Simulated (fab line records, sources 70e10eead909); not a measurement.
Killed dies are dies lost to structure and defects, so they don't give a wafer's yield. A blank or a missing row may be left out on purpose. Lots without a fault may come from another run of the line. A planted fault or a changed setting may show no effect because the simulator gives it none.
Chamber matching | flow nand_harc | NHARC_P_M0_DESCUM_14 on rie_diel-06: 4 sister chambers
The step chemistry O2, time 3 s. 8 wafers are shown with their chamber, then 7 later ones without.

WAFERS WITH THEIR CHAMBER
wafer  | chamber | showerhead_plenum_p_Torr (Torr) | drypump_motor_current_A (A)
L080.3 | 1       | 2.07                            | 5.2
L080.4 | 3       | 1.81                            | 5.0
L080.5 | 3       | 1.81                            | 5.0
L081.2 | 1       | 2.07                            | 5.2
L081.4 | 2       | 1.79                            | 4.7
L081.5 | 0       | 1.80                            | 5.6
L083.1 | 2       | 1.79                            | 4.8
L083.2 | 0       | 1.79                            | 5.7

WAFERS WITHOUT THEIR CHAMBER
wafer  | showerhead_plenum_p_Torr (Torr) | drypump_motor_current_A (A)
L083.5 | 2.07                            | 5.2
L084.3 | 1.81                            | 5.0
L084.4 | 1.79                            | 5.6
L084.5 | 2.07                            | 5.2
L091.2 | 2.06                            | 5.1
L091.4 | 1.79                            | 5.7
L091.5 | 1.78                            | 4.7

WHICH CHAMBER EACH WENT THROUGH
wafer  | from the rows above | in truth
L083.5 | 1                   | 1
L084.3 | 3                   | 3
L084.4 | 0                   | 0
L084.5 | 1                   | 1
L091.2 | 1                   | 1
L091.4 | 0                   | 0
L091.5 | 2                   | 2
Placed correctly: 7 of 7. Can't be placed from these rows: 0. Placed wrongly: 0.
How it was worked out, from the rows above alone: a wafer's distance from a chamber is the root of the sum, over the readings, of the square of ((its reading less the chamber's mean) divided by the reading's scatter). The wafer belongs to the nearest chamber; if the next one is less than 2 further off, it can't be placed. A chamber's mean is the mean of its shown wafers. The scatter: the root of (the sum of the squares of (reading less its chamber's mean) over the shown wafers, divided by (wafers less chambers)).
